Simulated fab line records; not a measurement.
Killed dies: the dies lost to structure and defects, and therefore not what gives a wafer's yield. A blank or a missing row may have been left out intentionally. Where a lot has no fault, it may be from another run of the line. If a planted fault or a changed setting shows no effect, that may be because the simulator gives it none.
Chamber matching ; flow n5_finfet ; N5_DUMMY_GATE_STRIP_41 on rie_diel-04: 4 sister chambers
The step strips in O2. 20 wafers are shown with their chamber, then 10 later ones without.

## WAFERS WITH THEIR CHAMBER
wafer;chamber;drypump_motor_current_A (A);showerhead_plenum_p_Torr (Torr);oes_product_au (a.u.)
L074.2;2;6.2;2.11;0.79
L074.3;0;5.2;2.00;0.75
L074.5;3;5.2;2.09;0.72
L076.1;0;5.2;2.00;0.76
L076.4;2;6.2;2.11;0.78
L076.6;3;5.3;2.09;0.72
L077.2;3;5.3;2.09;0.71
L077.5;2;6.2;2.11;0.78
L077.6;0;5.2;2.00;0.75
L081.2;3;5.3;2.09;0.70
L081.4;2;6.2;2.10;0.76
L081.5;3;5.2;2.09;0.70
L084.2;1;5.2;2.15;0.93
L084.5;2;6.2;2.10;0.77
L084.6;3;5.3;2.09;0.69
L086.2;0;5.2;1.99;0.74
L086.4;1;5.2;2.15;0.93
L086.6;3;5.2;2.09;0.69
L088.1;1;5.2;2.14;0.91
L088.2;2;6.2;2.10;0.76

SIGNATURES, as means of the wafers listed above
reading;chamber 0;chamber 1;chamber 2;chamber 3;scatter within a chamber
drypump_motor_current_A;5.200;5.200;6.200;5.257;0.0327
showerhead_plenum_p_Torr;1.9975;2.1467;2.1050;2.0900;0.00427
oes_product_au;0.7500;0.9233;0.7733;0.7043;0.0116
Rule: a wafer's distance from a chamber is the root of the sum, over the readings, of the square of ((its reading less the chamber's mean) divided by the reading's scatter). If the next closest chamber is less than 2 further off than the closest, the wafer can't be placed; otherwise it belongs to the closest. The scatter: take each reading less its chamber's mean, square it, sum over the shown wafers, divide by the number of wafers less the number of chambers, and take the root.

## WAFERS WITH NO CHAMBER GIVEN
wafer;drypump_motor_current_A (A);showerhead_plenum_p_Torr (Torr);oes_product_au (a.u.)
L088.4;5.2;1.99;0.73
L092.1;5.3;2.08;0.70
L092.2;5.2;2.14;0.90
L092.5;5.2;1.99;0.73
L096.1;6.2;2.09;0.75
L096.2;5.3;2.08;0.69
L096.6;5.2;1.99;0.73
L097.1;5.2;1.98;0.72
L097.3;5.2;2.14;0.88
L097.5;5.2;2.14;0.88

## WHICH CHAMBER EACH WENT THROUGH
wafer;from the rows above;in truth
L088.4;0;0
L092.1;3;3
L092.2;1;1
L092.5;0;0
L096.1;2;2
L096.2;3;3
L096.6;0;0
L097.1;0;0
L097.3;1;1
L097.5;1;1
Correct placement for 10 of the 10. From these rows, 0 cannot be placed. Wrongly placed: 0.
